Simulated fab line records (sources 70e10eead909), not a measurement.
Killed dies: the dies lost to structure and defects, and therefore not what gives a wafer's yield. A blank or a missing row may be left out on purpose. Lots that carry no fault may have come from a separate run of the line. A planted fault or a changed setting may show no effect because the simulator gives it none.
Struck lot and sound lot, side by side || flow nand_harc || 11 out of 1159 route steps
Sound: wafers L372.2, L372.4, L372.6. Struck: wafer L383.6. (L383.3, L383.4 of the same lot were not struck and are left out.) The cause comes at the end.
Order at every step that has rows: each side's tool, ch and its chambers, its first start. Under that, the readings that differ: sound wafers || struck wafers || difference of the means || sigmas: that difference in standard deviations of wafers without a fault.
alike: words and numbers the same on both sides, and readings whose means are apart by under 2 such deviations; not compared: readings that were withheld, readings missing a value for some wafer, numbers with overlapping values and no deviation given by the record, and bounds like >300 which may hide the same value.
A row with sigmas, a row that says differs or no value, or rows on one side alone: a step with any of these is where the two part. Numbers that don't overlap but have no deviation are shown without sigmas and don't part them. A reading missing from all wafers of one side parts the sides only when that side holds two or more wafers.

NHARC_P_START_INSPECT_01:
  sound: defect_inspect-02 at day 2 12:02; struck: defect_inspect-01 at day 5 06:02
  alike: raw_defect_count
then, 7 steps without rows for these wafers: NHARC_P_ZERO_WELL_PRECLEAN_00 (cleans in SPM, time 600 s); NHARC_P_ZERO_WELL_SRD_01; NHARC_P_ZERO_WELL_PECVD_02 (deposits SiO2, target thk 10 nm); NHARC_P_ZERO_WELL_DEHYDRATE_03 (time 120 s); NHARC_P_ZERO_WELL_HMDS_04 (time 30 s); NHARC_P_ZERO_WELL_COAT_64 (time 65 s); NHARC_P_ZERO_WELL_COAT_05 (resist thk 600 nm).
NHARC_P_ZERO_WELL_SOFTBAKE_06: time 70 s.
  sound on litho_track-02 ch 0, day 2 12:00; struck on litho_track-03 ch 0, day 5 06:00
{"reading": "heater_power_total_W (W)", "sound": "199.3 199.8 200.6", "struck": 331.9, "difference": "+132.0", "sigmas": "+99 or more"}
after that, 1 step had no rows for these wafers: NHARC_P_ZERO_WELL_EBR_07.
-- the record jumps here: 18 days lie between the struck wafers' starts before and after (it left off in module P_ZERO_WELL and takes up again in module END, whose first step shown is number 1159 of the route) --
NHARC_END_SORT_01:
  sound on prober-02 ch 0, day 20 07:08; struck on prober-02 ch 0, day 22 22:10
{"reading": "killed_at_periphery", "sound": "0 1 3", "struck": 5, "difference": "+4", "sigmas": "+2"}
  alike: killed_at_array, killed_at_other, killed_dies, killed_open, killed_short

WHERE THEY PART
Last at NHARC_END_SORT_01 as far as this record goes, first at NHARC_P_ZERO_WELL_SOFTBAKE_06.

WHY: what had been put in by the simulator
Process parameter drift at NHARC_P_ZERO_WELL_SOFTBAKE_06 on litho_track-03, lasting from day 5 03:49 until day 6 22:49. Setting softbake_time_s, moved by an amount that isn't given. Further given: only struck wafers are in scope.
